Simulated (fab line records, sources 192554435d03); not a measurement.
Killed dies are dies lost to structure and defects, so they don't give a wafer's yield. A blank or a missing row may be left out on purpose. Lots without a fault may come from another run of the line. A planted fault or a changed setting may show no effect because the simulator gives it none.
Chamber matching | flow n5_finfet | N5_GATE_CUT_SAC_CAP_01 on ald_sin-02: 4 sister chambers
The step material SiNx, target thk 24 nm, pulse time 1 s, ald cycles 480. 4 wafers are shown with their chamber, then 7 later ones without.

WAFERS WITH THEIR CHAMBER
wafer  | chamber | heater_power_w (W)
L090.4 | 0       | 1012
L090.6 | 1       | 846
L092.1 | 2       | 906
L092.2 | 3       | 933

WAFERS WITHOUT THEIR CHAMBER
wafer  | heater_power_w (W)
L092.3 | 882
L095.2 | 887
L095.3 | 924
L095.4 | 1014
L097.2 | 856
L097.4 | 899
L097.5 | 1012

WHICH CHAMBER EACH WENT THROUGH
wafer  | from the rows above     | in truth
L092.3 | can't be placed: 2 or 1 | 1
L095.2 | can't be placed: 2 or 1 | 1
L095.3 | can't be placed: 3 or 2 | 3
L095.4 | 0                       | 0
L097.2 | 1                       | 1
L097.4 | 2                       | 2
L097.5 | 0                       | 0
Placed correctly: 4 of 7. Can't be placed from these rows: 3 (the true chamber is among the candidates in 3). Placed wrongly: 0.
How it was worked out, from the rows above alone: a wafer's distance from a chamber is the root of the sum, over the readings, of the square of ((its reading less the chamber's mean) divided by the reading's scatter). The wafer belongs to the nearest chamber; if the next one is less than 2 further off, it can't be placed. A chamber's mean is the mean of its shown wafers. The scatter: with one shown wafer a chamber, the root of the mean of the squares of how far each hidden wafer lies from its nearest shown one.
